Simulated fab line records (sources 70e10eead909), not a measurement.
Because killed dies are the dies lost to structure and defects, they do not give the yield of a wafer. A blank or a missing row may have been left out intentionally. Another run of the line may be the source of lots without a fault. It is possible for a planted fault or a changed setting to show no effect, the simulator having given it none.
The tool behind it: which one? / flow nandHarc / Sampling: 6 lots, 18 wafers, 4 of 1159 route steps

WHAT THE GAUGES SHOWED, per wafer
NHARC_END_WLT_00.
lot=L407; measured=day 20 03:22; on=prober-01; VT_DECK1_BOTTOM=0.866 0.868 0.855
lot=L410; measured=day 20 12:14; on=prober-01; VT_DECK1_BOTTOM=0.872 0.869
lot=L411; measured=day 21 11:29; on=prober-02; VT_DECK1_BOTTOM=0.869 0.861
lot=L422; measured=day 23 12:58; on=prober-02; VT_DECK1_BOTTOM=0.873 0.870 0.884
lot=L424; measured=day 24 16:16; on=prober-01; VT_DECK1_BOTTOM=0.858 0.869 0.853
lot=L427; measured=day 25 08:20; on=prober-02; VT_DECK1_BOTTOM=0.874 0.879 0.877

WHICH TOOL RAN EACH LOT (tool, then ch and the chambers of the sampled wafers, then the start)
lot=L407; NHARC_A_CHANNEL_HOLE_D1_DEP_00=aclDep-01 ch 0, day 8 15:24; NHARC_THIN_TSV_DEGAS_49=pvdSputter-01, day 19 16:14; NHARC_THIN_TSV_ETCH_59=rieMetal-02 ch 0,1, day 19 19:38
lot=L410; NHARC_A_CHANNEL_HOLE_D1_DEP_00=aclDep-01 ch 0, day 9 15:36; NHARC_THIN_TSV_DEGAS_49=pvdSputter-02, day 20 00:56; NHARC_THIN_TSV_ETCH_59=rieMetal-02 ch 0,1, day 20 04:32
lot=L411; NHARC_A_CHANNEL_HOLE_D1_DEP_00=aclDep-01 ch 0, day 9 22:46; NHARC_THIN_TSV_DEGAS_49=pvdSputter-03, day 20 21:37; NHARC_THIN_TSV_ETCH_59=rieMetal-03 ch 0,1, day 21 01:02
lot=L422; NHARC_A_CHANNEL_HOLE_D1_DEP_00=aclDep-03 ch 0, day 12 14:37; NHARC_THIN_TSV_DEGAS_49=pvdSputter-01, day 23 04:17; NHARC_THIN_TSV_ETCH_59=rieMetal-02 ch 1, day 23 07:35
lot=L424; NHARC_A_CHANNEL_HOLE_D1_DEP_00=aclDep-03 ch 0, day 13 18:08; NHARC_THIN_TSV_DEGAS_49=pvdSputter-01, day 24 08:05; NHARC_THIN_TSV_ETCH_59=rieMetal-03 ch 0,1, day 24 11:23
lot=L427; NHARC_A_CHANNEL_HOLE_D1_DEP_00=aclDep-01 ch 0, day 14 13:20; NHARC_THIN_TSV_DEGAS_49=pvdSputter-01, day 24 17:21; NHARC_THIN_TSV_ETCH_59=rieMetal-03 ch 0,1, day 24 21:00
- NHARC_A_CHANNEL_HOLE_D1_DEP_00: deposits aC, target thk 3100 nm.
- NHARC_THIN_TSV_DEGAS_49: time 120 s.
- NHARC_THIN_TSV_ETCH_59: etches the open film in Cl2/BCl3, target depth 880 nm, time 138.1 s.

THE ANSWER, worked out from the rows above alone
Rule: the usual values come from the lots themselves. Put in order of their means at a reading, lots are off if they are a third of the lots or fewer, leave a main group of 4 or more, and stand apart from it by a gap of 3 or more times the standard deviation of the main group's means; of several such gaps the widest counts. Not used: any main group whose means are identical at the precision the tables above print for the reading. A lot without any number at a reading at which 4 lots or more have one is off too. All remaining lots with rows at the step are treated as sound.
None of the lots is off at any reading shown; this tells nothing.

WHAT THE SIMULATOR HAD INSERTED
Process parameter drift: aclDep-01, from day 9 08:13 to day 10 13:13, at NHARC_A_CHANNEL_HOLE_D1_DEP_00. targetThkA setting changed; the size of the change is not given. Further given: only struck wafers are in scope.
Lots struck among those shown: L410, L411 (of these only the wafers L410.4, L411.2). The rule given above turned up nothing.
